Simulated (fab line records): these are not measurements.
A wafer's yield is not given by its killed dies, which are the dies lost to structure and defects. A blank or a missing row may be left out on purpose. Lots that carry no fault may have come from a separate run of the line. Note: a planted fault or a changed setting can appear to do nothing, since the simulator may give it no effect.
What tool caused it? / flow n5 finfet / 24 lots with 72 wafers sampled at 6 steps, on a route of 1938 steps

== WHAT THE GAUGES SHOWED, per wafer ==
No reading from a measuring or inspecting step in the record can be judged against a usual standard deviation.

== EACH LOT AND THE TOOL THAT RAN IT (in order: tool; ch and the chambers of the sampled wafers; start) ==
lot=L074; N5_BEOL_M4_ALD_98=ald sin-04 ch 0,1,3, day 7 22:09; N5_BEOL_M4_ETCH_70=rie diel-03 ch 0,1, day 7 23:29; N5_BEOL_M5_SPUTTER_81=pvd sputter-03, day 8 10:38; N5_BEOL_M6_HM_DEP_02=pvd sputter-02, day 8 18:13; N5_BEOL_M6_DESCUM_33=rie diel-02 ch 0,1, day 8 21:31; N5_BEOL_M7_HM_DEP_02=pvd sputter-02, day 9 04:32
lot=L075; N5_BEOL_M4_ALD_98=ald sin-02 ch 0,1,2, day 7 22:30; N5_BEOL_M4_ETCH_70=rie diel-05 ch 0,2, day 7 23:44; N5_BEOL_M5_SPUTTER_81=pvd sputter-01, day 8 13:39; N5_BEOL_M6_HM_DEP_02=pvd sputter-02, day 8 21:53; N5_BEOL_M6_DESCUM_33=rie diel-02 ch 0,1, day 8 23:55; N5_BEOL_M7_HM_DEP_02=pvd sputter-02, day 9 07:23
lot=L076; N5_BEOL_M4_ALD_98=ald sin-04 ch 1,2,3, day 8 04:43; N5_BEOL_M4_ETCH_70=rie diel-02 ch 0,2,3, day 8 08:10; N5_BEOL_M5_SPUTTER_81=pvd sputter-01, day 8 22:21; N5_BEOL_M6_HM_DEP_02=pvd sputter-02, day 9 07:11; N5_BEOL_M6_DESCUM_33=rie diel-05 ch 0,1, day 9 09:24; N5_BEOL_M7_HM_DEP_02=pvd sputter-03, day 9 15:37
lot=L077; N5_BEOL_M4_ALD_98=ald sin-02 ch 0,1,3, day 8 14:16; N5_BEOL_M4_ETCH_70=rie diel-02 ch 0,3, day 8 15:00; N5_BEOL_M5_SPUTTER_81=pvd sputter-01, day 9 06:08; N5_BEOL_M6_HM_DEP_02=pvd sputter-02, day 9 11:58; N5_BEOL_M6_DESCUM_33=rie diel-02 ch 0,1,2, day 9 15:10; N5_BEOL_M7_HM_DEP_02=pvd sputter-01, day 9 23:47
lot=L078; N5_BEOL_M4_ALD_98=ald sin-02 ch 0,2, day 8 17:40; N5_BEOL_M4_ETCH_70=rie diel-03 ch 0,1,3, day 8 21:09; N5_BEOL_M5_SPUTTER_81=pvd sputter-01, day 9 11:40; N5_BEOL_M6_HM_DEP_02=pvd sputter-01, day 9 20:06; N5_BEOL_M6_DESCUM_33=rie diel-02 ch 0,2, day 9 21:38; N5_BEOL_M7_HM_DEP_02=pvd sputter-03, day 10 05:14
lot=L079; N5_BEOL_M4_ALD_98=ald sin-04 ch 0,3, day 9 03:02; N5_BEOL_M4_ETCH_70=rie diel-05 ch 0,1,2, day 9 15:04; N5_BEOL_M5_SPUTTER_81=pvd sputter-01, day 10 04:44; N5_BEOL_M6_HM_DEP_02=pvd sputter-01, day 10 12:27; N5_BEOL_M6_DESCUM_33=rie diel-05 ch 0,2, day 10 14:22; N5_BEOL_M7_HM_DEP_02=pvd sputter-02, day 10 22:54
lot=L080; N5_BEOL_M4_ALD_98=ald sin-01 ch 2,3, day 9 03:26; N5_BEOL_M4_ETCH_70=rie diel-02 ch 0,1, day 9 03:42; N5_BEOL_M5_SPUTTER_81=pvd sputter-02, day 9 18:31; N5_BEOL_M6_HM_DEP_02=pvd sputter-02, day 10 02:58; N5_BEOL_M6_DESCUM_33=rie diel-03 ch 1,3, day 10 04:57; N5_BEOL_M7_HM_DEP_02=pvd sputter-02, day 10 14:58
lot=L081; N5_BEOL_M4_ALD_98=ald sin-04 ch 0,2,3, day 9 10:30; N5_BEOL_M4_ETCH_70=rie diel-03 ch 0,1, day 9 15:01; N5_BEOL_M5_SPUTTER_81=pvd sputter-02, day 10 04:40; N5_BEOL_M6_HM_DEP_02=pvd sputter-02, day 10 12:15; N5_BEOL_M6_DESCUM_33=rie diel-03 ch 1,2, day 10 14:44; N5_BEOL_M7_HM_DEP_02=pvd sputter-02, day 10 23:48
lot=L083; N5_BEOL_M4_ALD_98=ald sin-01 ch 2,3, day 9 19:04; N5_BEOL_M4_ETCH_70=rie diel-03 ch 1,3, day 9 19:39; N5_BEOL_M5_SPUTTER_81=pvd sputter-03, day 10 10:53; N5_BEOL_M6_HM_DEP_02=pvd sputter-03, day 10 19:27; N5_BEOL_M6_DESCUM_33=rie diel-02 ch 0,1,3, day 10 21:18; N5_BEOL_M7_HM_DEP_02=pvd sputter-03, day 11 04:24
lot=L082; N5_BEOL_M4_ALD_98=ald sin-02 ch 0,1,2, day 10 04:58; N5_BEOL_M4_ETCH_70=rie diel-03 ch 1,2,3, day 10 08:13; N5_BEOL_M5_SPUTTER_81=pvd sputter-03, day 10 22:28; N5_BEOL_M6_HM_DEP_02=pvd sputter-01, day 11 05:23; N5_BEOL_M6_DESCUM_33=rie diel-05 ch 0,1, day 11 06:52; N5_BEOL_M7_HM_DEP_02=pvd sputter-03, day 11 13:16
lot=L084; N5_BEOL_M4_ALD_98=ald sin-02 ch 0,2,3, day 10 10:11; N5_BEOL_M4_ETCH_70=rie diel-02 ch 0,2,3, day 10 14:34; N5_BEOL_M5_SPUTTER_81=pvd sputter-02, day 11 05:23; N5_BEOL_M6_HM_DEP_02=pvd sputter-01, day 11 13:13; N5_BEOL_M6_DESCUM_33=rie diel-05 ch 1,2,3, day 11 18:35; N5_BEOL_M7_HM_DEP_02=pvd sputter-03, day 11 22:50
lot=L085; N5_BEOL_M4_ALD_98=ald sin-02 ch 2,3, day 10 16:53; N5_BEOL_M4_ETCH_70=rie diel-03 ch 1,3, day 10 17:37; N5_BEOL_M5_SPUTTER_81=pvd sputter-02, day 11 10:24; N5_BEOL_M6_HM_DEP_02=pvd sputter-01, day 11 18:45; N5_BEOL_M6_DESCUM_33=rie diel-05 ch 1,2, day 11 21:59; N5_BEOL_M7_HM_DEP_02=pvd sputter-02, day 12 05:22
lot=L086; N5_BEOL_M4_ALD_98=ald sin-01 ch 0,2,3, day 10 20:56; N5_BEOL_M4_ETCH_70=rie diel-05 ch 1,2,3, day 10 21:05; N5_BEOL_M5_SPUTTER_81=pvd sputter-02, day 11 15:17; N5_BEOL_M6_HM_DEP_02=pvd sputter-03, day 11 22:13; N5_BEOL_M6_DESCUM_33=rie diel-05 ch 1,2,3, day 12 01:37; N5_BEOL_M7_HM_DEP_02=pvd sputter-01, day 12 09:30
lot=L087; N5_BEOL_M4_ALD_98=ald sin-04 ch 2,3, day 11 06:02; N5_BEOL_M4_ETCH_70=rie diel-03 ch 0,1,3, day 11 07:33; N5_BEOL_M5_SPUTTER_81=pvd sputter-01, day 11 22:13; N5_BEOL_M6_HM_DEP_02=pvd sputter-02, day 12 05:28; N5_BEOL_M6_DESCUM_33=rie diel-05 ch 1,2,3, day 12 09:31; N5_BEOL_M7_HM_DEP_02=pvd sputter-02, day 12 14:01
lot=L088; N5_BEOL_M4_ALD_98=ald sin-04 ch 0,3, day 11 09:40; N5_BEOL_M4_ETCH_70=rie diel-02 ch 0,1,3, day 11 12:49; N5_BEOL_M5_SPUTTER_81=pvd sputter-01, day 12 02:38; N5_BEOL_M6_HM_DEP_02=pvd sputter-01, day 12 09:48; N5_BEOL_M6_DESCUM_33=rie diel-05 ch 1,3, day 12 11:14; N5_BEOL_M7_HM_DEP_02=pvd sputter-01, day 12 19:19
lot=L089; N5_BEOL_M4_ALD_98=ald sin-04 ch 0,2,3, day 11 09:56; N5_BEOL_M4_ETCH_70=rie diel-03 ch 0,1,3, day 11 13:00; N5_BEOL_M5_SPUTTER_81=pvd sputter-03, day 12 06:57; N5_BEOL_M6_HM_DEP_02=pvd sputter-02, day 12 13:55; N5_BEOL_M6_DESCUM_33=rie diel-03 ch 0,1,2, day 12 15:29; N5_BEOL_M7_HM_DEP_02=pvd sputter-01, day 12 22:26
lot=L090; N5_BEOL_M4_ALD_98=ald sin-04 ch 0,2,3, day 11 15:33; N5_BEOL_M4_ETCH_70=rie diel-02 ch 0,3, day 11 22:13; N5_BEOL_M5_SPUTTER_81=pvd sputter-01, day 12 12:28; N5_BEOL_M6_HM_DEP_02=pvd sputter-02, day 12 19:44; N5_BEOL_M6_DESCUM_33=rie diel-02 ch 0,1,3, day 12 22:26; N5_BEOL_M7_HM_DEP_02=pvd sputter-03, day 13 02:43
lot=L091; N5_BEOL_M4_ALD_98=ald sin-02 ch 0,2,3, day 11 20:28; N5_BEOL_M4_ETCH_70=rie diel-02 ch 1,2,3, day 12 01:26; N5_BEOL_M5_SPUTTER_81=pvd sputter-03, day 12 16:43; N5_BEOL_M6_HM_DEP_02=pvd sputter-01, day 12 22:37; N5_BEOL_M6_DESCUM_33=rie diel-05 ch 0,3, day 13 01:34; N5_BEOL_M7_HM_DEP_02=pvd sputter-01, day 13 06:02
lot=L092; N5_BEOL_M4_ALD_98=ald sin-01 ch 0,1, day 12 13:23; N5_BEOL_M4_ETCH_70=rie diel-05 ch 2,3, day 12 15:14; N5_BEOL_M5_SPUTTER_81=pvd sputter-03, day 13 05:38; N5_BEOL_M6_HM_DEP_02=pvd sputter-02, day 13 12:33; N5_BEOL_M6_DESCUM_33=rie diel-02 ch 0,1, day 13 14:20; N5_BEOL_M7_HM_DEP_02=pvd sputter-01, day 13 18:44
lot=L093; N5_BEOL_M4_ALD_98=ald sin-01 ch 0,3, day 12 16:56; N5_BEOL_M4_ETCH_70=rie diel-05 ch 2,3, day 12 22:10; N5_BEOL_M5_SPUTTER_81=pvd sputter-02, day 13 13:44; N5_BEOL_M6_HM_DEP_02=pvd sputter-02, day 13 21:59; N5_BEOL_M6_DESCUM_33=rie diel-05 ch 0,1,2, day 14 01:10; N5_BEOL_M7_HM_DEP_02=pvd sputter-03, day 14 05:43
lot=L094; N5_BEOL_M4_ALD_98=ald sin-04 ch 0,2,3, day 12 21:52; N5_BEOL_M4_ETCH_70=rie diel-05 ch 0,2, day 12 23:07; N5_BEOL_M5_SPUTTER_81=pvd sputter-01, day 13 11:18; N5_BEOL_M6_HM_DEP_02=pvd sputter-03, day 13 16:28; N5_BEOL_M6_DESCUM_33=rie diel-03 ch 1,2, day 13 18:03; N5_BEOL_M7_HM_DEP_02=pvd sputter-03, day 13 22:35
lot=L095; N5_BEOL_M4_ALD_98=ald sin-02 ch 0,1,2, day 13 06:21; N5_BEOL_M4_ETCH_70=rie diel-02 ch 0,1,2, day 13 08:40; N5_BEOL_M5_SPUTTER_81=pvd sputter-02, day 14 02:04; N5_BEOL_M6_HM_DEP_02=pvd sputter-01, day 14 08:55; N5_BEOL_M6_DESCUM_33=rie diel-02 ch 0,1,2, day 14 10:34; N5_BEOL_M7_HM_DEP_02=pvd sputter-02, day 14 17:37
lot=L096; N5_BEOL_M4_ALD_98=ald sin-01 ch 0,1,2, day 13 12:28; N5_BEOL_M4_ETCH_70=rie diel-02 ch 0,2,3, day 13 14:50; N5_BEOL_M5_SPUTTER_81=pvd sputter-01, day 14 04:59; N5_BEOL_M6_HM_DEP_02=pvd sputter-02, day 14 10:18; N5_BEOL_M6_DESCUM_33=rie diel-02 ch 0,1,2, day 14 13:23; N5_BEOL_M7_HM_DEP_02=pvd sputter-01, day 14 19:55
lot=L097; N5_BEOL_M4_ALD_98=ald sin-01 ch 0,2,3, day 13 23:27; N5_BEOL_M4_ETCH_70=rie diel-05 ch 1,2, day 14 03:53; N5_BEOL_M5_SPUTTER_81=pvd sputter-03, day 14 16:31; N5_BEOL_M6_HM_DEP_02=pvd sputter-02, day 14 23:01; N5_BEOL_M6_DESCUM_33=rie diel-05 ch 0,1, day 15 00:23; N5_BEOL_M7_HM_DEP_02=pvd sputter-03, day 15 06:33
- N5_BEOL_M4_ALD_98: deposits SiO2, target thk 2.5 nm, pulse time 1 s, co reactant pulse time 1 s.
- N5_BEOL_M4_ETCH_70: etches SOC in N2/H2, target depth 80 nm, overetch 24 nm, time 130 s.
- N5_BEOL_M5_SPUTTER_81: material Cu, target thk 15 nm, time 27.62 s.
- N5_BEOL_M6_HM_DEP_02: deposits TiN, target thk 20 nm.
- N5_BEOL_M6_DESCUM_33: chemistry O2, time 7 s.
- N5_BEOL_M7_HM_DEP_02: deposits TiN, target thk 20 nm.

== AS READ BY THE TOOLS THEMSELVES (means over the sampled wafers that have a number; for cases with no such wafer, the mark the record gives instead) ==
N5_BEOL_M4_ALD_98.
lot=L074; tool=ald sin-04; heater power w (W)=81; precursor pulse height rel=0.973
lot=L075; tool=ald sin-02; heater power w (W)=73; precursor pulse height rel=1.009
lot=L076; tool=ald sin-04; heater power w (W)=76; precursor pulse height rel=1.001
lot=L077; tool=ald sin-02; heater power w (W)=73; precursor pulse height rel=0.987
lot=L078; tool=ald sin-02; heater power w (W)=74; precursor pulse height rel=1.009
lot=L079; tool=ald sin-04; heater power w (W)=83; precursor pulse height rel=0.979
lot=L080; tool=ald sin-01; heater power w (W)=74; precursor pulse height rel=0.996
lot=L081; tool=ald sin-04; heater power w (W)=78; precursor pulse height rel=0.994
lot=L083; tool=ald sin-01; heater power w (W)=74; precursor pulse height rel=0.990
lot=L082; tool=ald sin-02; heater power w (W)=73; precursor pulse height rel=0.992
lot=L084; tool=ald sin-02; heater power w (W)=74; precursor pulse height rel=1.013
lot=L085; tool=ald sin-02; heater power w (W)=65; precursor pulse height rel=0.985
lot=L086; tool=ald sin-01; heater power w (W)=75; precursor pulse height rel=0.977
lot=L087; tool=ald sin-04; heater power w (W)=75; precursor pulse height rel=0.989
lot=L088; tool=ald sin-04; heater power w (W)=83; precursor pulse height rel=1.018
lot=L089; tool=ald sin-04; heater power w (W)=77; precursor pulse height rel=1.003
lot=L090; tool=ald sin-04; heater power w (W)=79; precursor pulse height rel=1.003
lot=L091; tool=ald sin-02; heater power w (W)=74; precursor pulse height rel=1.020
lot=L092; tool=ald sin-01; heater power w (W)=76; precursor pulse height rel=1.019
lot=L093; tool=ald sin-01; heater power w (W)=79; precursor pulse height rel=1.022
lot=L094; tool=ald sin-04; heater power w (W)=78; precursor pulse height rel=1.003
lot=L095; tool=ald sin-02; heater power w (W)=73; precursor pulse height rel=0.995
lot=L096; tool=ald sin-01; heater power w (W)=75; precursor pulse height rel=1.000
lot=L097; tool=ald sin-01; heater power w (W)=77; precursor pulse height rel=1.010

N5_BEOL_M4_ETCH_70.
lot=L074; tool=rie diel-03; bias w (W)=150.3; drypump motor current A (A)=6.4; oes product au (a.u.)=0.55; rf vpp V (V)=523.2; showerhead plenum p Torr (Torr)=2.53; throttle valve pct (%)=17.78
lot=L075; tool=rie diel-05; bias w (W)=149.9; drypump motor current A (A)=5.7; oes product au (a.u.)=0.57; rf vpp V (V)=524.6; showerhead plenum p Torr (Torr)=2.57; throttle valve pct (%)=17.60
lot=L076; tool=rie diel-02; bias w (W)=149.9; drypump motor current A (A)=6.0; oes product au (a.u.)=0.56; rf vpp V (V)=520.4; showerhead plenum p Torr (Torr)=2.43; throttle valve pct (%)=17.90
lot=L077; tool=rie diel-02; bias w (W)=150.1; drypump motor current A (A)=6.1; oes product au (a.u.)=0.61; rf vpp V (V)=520.9; showerhead plenum p Torr (Torr)=2.42; throttle valve pct (%)=17.78
lot=L078; tool=rie diel-03; bias w (W)=150.4; drypump motor current A (A)=6.2; oes product au (a.u.)=0.53; rf vpp V (V)=523.7; showerhead plenum p Torr (Torr)=2.53; throttle valve pct (%)=17.79
lot=L079; tool=rie diel-05; bias w (W)=149.5; drypump motor current A (A)=5.5; oes product au (a.u.)=0.56; rf vpp V (V)=524.9; showerhead plenum p Torr (Torr)=2.57; throttle valve pct (%)=17.71
lot=L080; tool=rie diel-02; bias w (W)=149.7; drypump motor current A (A)=6.0; oes product au (a.u.)=0.55; rf vpp V (V)=520.5; showerhead plenum p Torr (Torr)=2.44; throttle valve pct (%)=17.88
lot=L081; tool=rie diel-03; bias w (W)=150.1; drypump motor current A (A)=6.3; oes product au (a.u.)=0.52; rf vpp V (V)=523.2; showerhead plenum p Torr (Torr)=2.51; throttle valve pct (%)=17.88
lot=L083; tool=rie diel-03; bias w (W)=149.8; drypump motor current A (A)=6.2; oes product au (a.u.)=0.55; rf vpp V (V)=524.1; showerhead plenum p Torr (Torr)=2.54; throttle valve pct (%)=17.72
lot=L082; tool=rie diel-03; bias w (W)=150.0; drypump motor current A (A)=5.9; oes product au (a.u.)=0.61; rf vpp V (V)=523.3; showerhead plenum p Torr (Torr)=2.52; throttle valve pct (%)=17.60
lot=L084; tool=rie diel-02; bias w (W)=150.3; drypump motor current A (A)=6.0; oes product au (a.u.)=0.61; rf vpp V (V)=520.4; showerhead plenum p Torr (Torr)=2.42; throttle valve pct (%)=17.77
lot=L085; tool=rie diel-03; bias w (W)=149.6; drypump motor current A (A)=6.1; oes product au (a.u.)=0.53; rf vpp V (V)=523.3; showerhead plenum p Torr (Torr)=2.53; throttle valve pct (%)=17.71
lot=L086; tool=rie diel-05; bias w (W)=150.4; drypump motor current A (A)=5.7; oes product au (a.u.)=0.55; rf vpp V (V)=524.5; showerhead plenum p Torr (Torr)=2.57; throttle valve pct (%)=17.90
lot=L087; tool=rie diel-03; bias w (W)=150.2; drypump motor current A (A)=6.2; oes product au (a.u.)=0.60; rf vpp V (V)=522.6; showerhead plenum p Torr (Torr)=2.52; throttle valve pct (%)=17.66
lot=L088; tool=rie diel-02; bias w (W)=150.1; drypump motor current A (A)=5.9; oes product au (a.u.)=0.56; rf vpp V (V)=521.9; showerhead plenum p Torr (Torr)=2.47; throttle valve pct (%)=17.85
lot=L089; tool=rie diel-03; bias w (W)=150.1; drypump motor current A (A)=6.2; oes product au (a.u.)=0.60; rf vpp V (V)=522.4; showerhead plenum p Torr (Torr)=2.52; throttle valve pct (%)=17.66
lot=L090; tool=rie diel-02; bias w (W)=149.9; drypump motor current A (A)=6.1; oes product au (a.u.)=0.57; rf vpp V (V)=520.4; showerhead plenum p Torr (Torr)=2.41; throttle valve pct (%)=17.85
lot=L091; tool=rie diel-02; bias w (W)=150.0; drypump motor current A (A)=5.7; oes product au (a.u.)=0.59; rf vpp V (V)=524.3; showerhead plenum p Torr (Torr)=2.52; throttle valve pct (%)=17.77
lot=L092; tool=rie diel-05; bias w (W)=149.8; drypump motor current A (A)=6.2; oes product au (a.u.)=0.54; rf vpp V (V)=524.1; showerhead plenum p Torr (Torr)=2.57; throttle valve pct (%)=18.01
lot=L093; tool=rie diel-05; bias w (W)=150.0; drypump motor current A (A)=6.2; oes product au (a.u.)=0.54; rf vpp V (V)=524.2; showerhead plenum p Torr (Torr)=2.57; throttle valve pct (%)=18.00
lot=L094; tool=rie diel-05; bias w (W)=151.0; drypump motor current A (A)=5.6; oes product au (a.u.)=0.66; rf vpp V (V)=522.8; showerhead plenum p Torr (Torr)=2.51; throttle valve pct (%)=17.40
lot=L095; tool=rie diel-02; bias w (W)=150.1; drypump motor current A (A)=5.9; oes product au (a.u.)=0.56; rf vpp V (V)=522.2; showerhead plenum p Torr (Torr)=2.47; throttle valve pct (%)=17.84
lot=L096; tool=rie diel-02; bias w (W)=150.1; drypump motor current A (A)=6.1; oes product au (a.u.)=0.58; rf vpp V (V)=519.9; showerhead plenum p Torr (Torr)=2.41; throttle valve pct (%)=17.82
lot=L097; tool=rie diel-05; bias w (W)=150.0; drypump motor current A (A)=5.4; oes product au (a.u.)=0.64; rf vpp V (V)=523.2; showerhead plenum p Torr (Torr)=2.51; throttle valve pct (%)=17.54

N5_BEOL_M5_SPUTTER_81.
lot=L074; tool=pvd sputter-03; throttle valve pct (%)=30.4
lot=L075; tool=pvd sputter-01; throttle valve pct (%)=28.6
lot=L076; tool=pvd sputter-01; throttle valve pct (%)=31.0
lot=L077; tool=pvd sputter-01; throttle valve pct (%)=30.0
lot=L078; tool=pvd sputter-01; throttle valve pct (%)=29.7
lot=L079; tool=pvd sputter-01; throttle valve pct (%)=29.2
lot=L080; tool=pvd sputter-02; throttle valve pct (%)=30.2
lot=L081; tool=pvd sputter-02; throttle valve pct (%)=30.2
lot=L083; tool=pvd sputter-03; throttle valve pct (%)=28.4
lot=L082; tool=pvd sputter-03; throttle valve pct (%)=30.3
lot=L084; tool=pvd sputter-02; throttle valve pct (%)=29.7
lot=L085; tool=pvd sputter-02; throttle valve pct (%)=30.3
lot=L086; tool=pvd sputter-02; throttle valve pct (%)=30.7
lot=L087; tool=pvd sputter-01; throttle valve pct (%)=30.2
lot=L088; tool=pvd sputter-01; throttle valve pct (%)=30.8
lot=L089; tool=pvd sputter-03; throttle valve pct (%)=30.3
lot=L090; tool=pvd sputter-01; throttle valve pct (%)=29.6
lot=L091; tool=pvd sputter-03; throttle valve pct (%)=30.3
lot=L092; tool=pvd sputter-03; throttle valve pct (%)=29.4
lot=L093; tool=pvd sputter-02; throttle valve pct (%)=30.3
lot=L094; tool=pvd sputter-01; throttle valve pct (%)=29.3
lot=L095; tool=pvd sputter-02; throttle valve pct (%)=29.6
lot=L096; tool=pvd sputter-01; throttle valve pct (%)=30.0
lot=L097; tool=pvd sputter-03; throttle valve pct (%)=29.8

N5_BEOL_M6_HM_DEP_02.
lot=L074; tool=pvd sputter-02; throttle valve pct (%)=30.6
lot=L075; tool=pvd sputter-02; throttle valve pct (%)=30.6
lot=L076; tool=pvd sputter-02; throttle valve pct (%)=29.9
lot=L077; tool=pvd sputter-02; throttle valve pct (%)=29.9
lot=L078; tool=pvd sputter-01; throttle valve pct (%)=29.0
lot=L079; tool=pvd sputter-01; throttle valve pct (%)=28.5
lot=L080; tool=pvd sputter-02; throttle valve pct (%)=29.0
lot=L081; tool=pvd sputter-02; throttle valve pct (%)=30.6
lot=L083; tool=pvd sputter-03; throttle valve pct (%)=29.4
lot=L082; tool=pvd sputter-01; throttle valve pct (%)=30.6
lot=L084; tool=pvd sputter-01; throttle valve pct (%)=29.7
lot=L085; tool=pvd sputter-01; throttle valve pct (%)=30.7
lot=L086; tool=pvd sputter-03; throttle valve pct (%)=30.3
lot=L087; tool=pvd sputter-02; throttle valve pct (%)=30.1
lot=L088; tool=pvd sputter-01; throttle valve pct (%)=30.5
lot=L089; tool=pvd sputter-02; throttle valve pct (%)=30.2
lot=L090; tool=pvd sputter-02; throttle valve pct (%)=31.1
lot=L091; tool=pvd sputter-01; throttle valve pct (%)=29.3
lot=L092; tool=pvd sputter-02; throttle valve pct (%)=30.7
lot=L093; tool=pvd sputter-02; throttle valve pct (%)=30.1
lot=L094; tool=pvd sputter-03; throttle valve pct (%)=29.5
lot=L095; tool=pvd sputter-01; throttle valve pct (%)=29.7
lot=L096; tool=pvd sputter-02; throttle valve pct (%)=30.4
lot=L097; tool=pvd sputter-02; throttle valve pct (%)=29.7

N5_BEOL_M6_DESCUM_33.
lot=L074; tool=rie diel-02; bias power w (W)=19.94; drypump motor current A (A)=5.7; oes product au (a.u.)=0.74; rf vpp V (V)=242.5; showerhead plenum p Torr (Torr)=2.08; throttle valve pct (%)=20.30
lot=L075; tool=rie diel-02; bias power w (W)=20.03; drypump motor current A (A)=6.0; oes product au (a.u.)=0.74; rf vpp V (V)=241.7; showerhead plenum p Torr (Torr)=1.99; throttle valve pct (%)=20.35
lot=L076; tool=rie diel-05; bias power w (W)=20.00; drypump motor current A (A)=5.3; oes product au (a.u.)=0.69; rf vpp V (V)=244.7; showerhead plenum p Torr (Torr)=2.17; throttle valve pct (%)=20.71
lot=L077; tool=rie diel-02; bias power w (W)=19.99; drypump motor current A (A)=5.9; oes product au (a.u.)=0.81; rf vpp V (V)=242.0; showerhead plenum p Torr (Torr)=2.04; throttle valve pct (%)=20.33
lot=L078; tool=rie diel-02; bias power w (W)=19.98; drypump motor current A (A)=5.9; oes product au (a.u.)=0.89; rf vpp V (V)=242.2; showerhead plenum p Torr (Torr)=2.01; throttle valve pct (%)=20.37
lot=L079; tool=rie diel-05; bias power w (W)=20.03; drypump motor current A (A)=5.6; oes product au (a.u.)=0.83; rf vpp V (V)=243.7; showerhead plenum p Torr (Torr)=2.08; throttle valve pct (%)=20.19
lot=L080; tool=rie diel-03; bias power w (W)=20.01; drypump motor current A (A)=6.0; oes product au (a.u.)=0.73; rf vpp V (V)=243.2; showerhead plenum p Torr (Torr)=2.07; throttle valve pct (%)=20.18
lot=L081; tool=rie diel-03; bias power w (W)=20.03; drypump motor current A (A)=5.8; oes product au (a.u.)=0.91; rf vpp V (V)=243.3; showerhead plenum p Torr (Torr)=2.06; throttle valve pct (%)=20.12
lot=L083; tool=rie diel-02; bias power w (W)=19.99; drypump motor current A (A)=5.9; oes product au (a.u.)=0.75; rf vpp V (V)=241.8; showerhead plenum p Torr (Torr)=2.03; throttle valve pct (%)=20.37
lot=L082; tool=rie diel-05; bias power w (W)=19.99; drypump motor current A (A)=5.4; oes product au (a.u.)=0.68; rf vpp V (V)=243.5; showerhead plenum p Torr (Torr)=2.17; throttle valve pct (%)=20.71
lot=L084; tool=rie diel-05; bias power w (W)=19.97; drypump motor current A (A)=5.7; oes product au (a.u.)=0.74; rf vpp V (V)=243.5; showerhead plenum p Torr (Torr)=2.11; throttle valve pct (%)=20.53
lot=L085; tool=rie diel-05; bias power w (W)=19.98; drypump motor current A (A)=5.4; oes product au (a.u.)=0.81; rf vpp V (V)=242.6; showerhead plenum p Torr (Torr)=2.07; throttle valve pct (%)=20.32
lot=L086; tool=rie diel-05; bias power w (W)=20.04; drypump motor current A (A)=5.7; oes product au (a.u.)=0.74; rf vpp V (V)=243.8; showerhead plenum p Torr (Torr)=2.11; throttle valve pct (%)=20.53
lot=L087; tool=rie diel-05; bias power w (W)=20.03; drypump motor current A (A)=5.7; oes product au (a.u.)=0.74; rf vpp V (V)=243.5; showerhead plenum p Torr (Torr)=2.11; throttle valve pct (%)=20.53
lot=L088; tool=rie diel-05; bias power w (W)=20.02; drypump motor current A (A)=6.1; oes product au (a.u.)=0.68; rf vpp V (V)=243.4; showerhead plenum p Torr (Torr)=2.15; throttle valve pct (%)=20.75
lot=L089; tool=rie diel-03; bias power w (W)=20.04; drypump motor current A (A)=6.0; oes product au (a.u.)=0.87; rf vpp V (V)=243.3; showerhead plenum p Torr (Torr)=2.06; throttle valve pct (%)=20.25
lot=L090; tool=rie diel-02; bias power w (W)=19.97; drypump motor current A (A)=5.9; oes product au (a.u.)=0.74; rf vpp V (V)=242.3; showerhead plenum p Torr (Torr)=2.02; throttle valve pct (%)=20.41
lot=L091; tool=rie diel-05; bias power w (W)=19.99; drypump motor current A (A)=6.0; oes product au (a.u.)=0.89; rf vpp V (V)=244.3; showerhead plenum p Torr (Torr)=2.15; throttle valve pct (%)=20.30
lot=L092; tool=rie diel-02; bias power w (W)=19.99; drypump motor current A (A)=6.0; oes product au (a.u.)=0.70; rf vpp V (V)=241.4; showerhead plenum p Torr (Torr)=1.98; throttle valve pct (%)=20.41
lot=L093; tool=rie diel-05; bias power w (W)=19.97; drypump motor current A (A)=5.5; oes product au (a.u.)=0.92; rf vpp V (V)=243.0; showerhead plenum p Torr (Torr)=2.11; throttle valve pct (%)=20.23
lot=L094; tool=rie diel-03; bias power w (W)=19.97; drypump motor current A (A)=6.0; oes product au (a.u.)=0.80; rf vpp V (V)=243.5; showerhead plenum p Torr (Torr)=2.06; throttle valve pct (%)=20.34
lot=L095; tool=rie diel-02; bias power w (W)=19.96; drypump motor current A (A)=5.8; oes product au (a.u.)=0.75; rf vpp V (V)=242.6; showerhead plenum p Torr (Torr)=2.03; throttle valve pct (%)=20.41
lot=L096; tool=rie diel-02; bias power w (W)=19.99; drypump motor current A (A)=5.9; oes product au (a.u.)=0.75; rf vpp V (V)=243.2; showerhead plenum p Torr (Torr)=2.03; throttle valve pct (%)=20.41
lot=L097; tool=rie diel-05; bias power w (W)=20.07; drypump motor current A (A)=5.6; oes product au (a.u.)=0.94; rf vpp V (V)=244.2; showerhead plenum p Torr (Torr)=2.16; throttle valve pct (%)=20.25

N5_BEOL_M7_HM_DEP_02.
lot=L074; tool=pvd sputter-02; throttle valve pct (%)=30.5
lot=L075; tool=pvd sputter-02; throttle valve pct (%)=30.2
lot=L076; tool=pvd sputter-03; throttle valve pct (%)=29.5
lot=L077; tool=pvd sputter-01; throttle valve pct (%)=29.4
lot=L078; tool=pvd sputter-03; throttle valve pct (%)=29.8
lot=L079; tool=pvd sputter-02; throttle valve pct (%)=29.9
lot=L080; tool=pvd sputter-02; throttle valve pct (%)=30.3
lot=L081; tool=pvd sputter-02; throttle valve pct (%)=30.6
lot=L083; tool=pvd sputter-03; throttle valve pct (%)=30.8
lot=L082; tool=pvd sputter-03; throttle valve pct (%)=29.2
lot=L084; tool=pvd sputter-03; throttle valve pct (%)=29.3
lot=L085; tool=pvd sputter-02; throttle valve pct (%)=30.1
lot=L086; tool=pvd sputter-01; throttle valve pct (%)=30.5
lot=L087; tool=pvd sputter-02; throttle valve pct (%)=30.7
lot=L088; tool=pvd sputter-01; throttle valve pct (%)=30.9
lot=L089; tool=pvd sputter-01; throttle valve pct (%)=29.5
lot=L090; tool=pvd sputter-03; throttle valve pct (%)=30.3
lot=L091; tool=pvd sputter-01; throttle valve pct (%)=28.7
lot=L092; tool=pvd sputter-01; throttle valve pct (%)=29.9
lot=L093; tool=pvd sputter-03; throttle valve pct (%)=30.0
lot=L094; tool=pvd sputter-03; throttle valve pct (%)=29.4
lot=L095; tool=pvd sputter-02; throttle valve pct (%)=30.2
lot=L096; tool=pvd sputter-01; throttle valve pct (%)=28.6
lot=L097; tool=pvd sputter-03; throttle valve pct (%)=29.4

== THE ANSWER, worked out from the rows above alone ==
Rule: the lots themselves supply what counts as usual. The widest of any qualifying gaps counts: lots, ordered by their means at a reading, are off when they make up no more than a third of the lots, leave a main group of 4 or more, and stand apart from it by 3 or more times the standard deviation of that group's means. The tables above print the reading to a certain number of digits; a main group whose means all agree to those digits is not used. Also off: a lot with no number at a reading for which 4 or more lots have one. All remaining lots with rows at the step are treated as sound. After the gauges, taken in route order, come the tools' own readings; for these a lot's mean is taken, as printed above. At the first step where some lot is off, the reading lying furthest off is the one used; lots without a number count as furthest.
None of the lots is off at any reading shown; this tells nothing.

== WHAT THE SIMULATOR HAD INSERTED ==
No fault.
